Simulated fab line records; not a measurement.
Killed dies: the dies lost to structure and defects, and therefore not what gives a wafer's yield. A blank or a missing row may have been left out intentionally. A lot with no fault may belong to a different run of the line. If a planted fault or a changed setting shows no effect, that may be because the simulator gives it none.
Matching of chambers | flow n5-finfet | rie-diel-01 running N5_BEOL_M5_ETCH_61: 4 sister chambers
The step etches SiARC in CF4, target depth 15.6 nm, time 26 s. 4 wafers are shown with their chamber, then 11 later ones without.

## WAFERS PAIRED WITH THEIR CHAMBERS
wafer  | chamber | showerhead-plenum-p-Torr (Torr)
L083.5 | 1       | 2.03
L084.2 | 0       | 2.13
L087.6 | 2       | 2.08
L091.2 | 3       | 2.06

## WAFERS MISSING THEIR CHAMBER
wafer  | showerhead-plenum-p-Torr (Torr)
L091.4 | 2.13
L091.6 | 2.08
L095.2 | 2.07
L095.5 | 2.12
L095.6 | 2.27
L096.2 | 2.27
L096.4 | 2.06
L096.5 | 2.27
L097.3 | 2.12
L097.4 | 2.27
L097.5 | 2.07

## EACH ONE'S CHAMBER
wafer  | from the rows above               | in truth
L091.4 | can't be placed: 0 or 2 or 3 or 1 | 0
L091.6 | can't be placed: 2 or 3 or 0 or 1 | 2
L095.2 | can't be placed: 3 or 2 or 1 or 0 | 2
L095.5 | can't be placed: 0 or 2 or 3 or 1 | 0
L095.6 | can't be placed: 0 or 2 or 3 or 1 | 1
L096.2 | can't be placed: 0 or 2 or 3 or 1 | 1
L096.4 | can't be placed: 3 or 2 or 1 or 0 | 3
L096.5 | can't be placed: 0 or 2 or 3 or 1 | 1
L097.3 | can't be placed: 0 or 2 or 3 or 1 | 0
L097.4 | can't be placed: 0 or 2 or 3 or 1 | 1
L097.5 | can't be placed: 3 or 2 or 1 or 0 | 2
0 of 11 placed correctly. Cannot be placed on the basis of these rows: 11; the candidates contain the true chamber in 11. Placed wrongly: 0.
How it was worked out, from the rows above alone: a wafer's distance from a chamber is the root of the sum, over the readings, of the square of ((its reading less the chamber's mean) divided by the reading's scatter). The wafer belongs to the nearest chamber; if the next one is less than 2 further off, it can't be placed. Each chamber's mean is taken over the wafers shown for it. The scatter: root of mean squared gap, hidden wafer to nearest shown wafer, with one shown wafer a chamber.
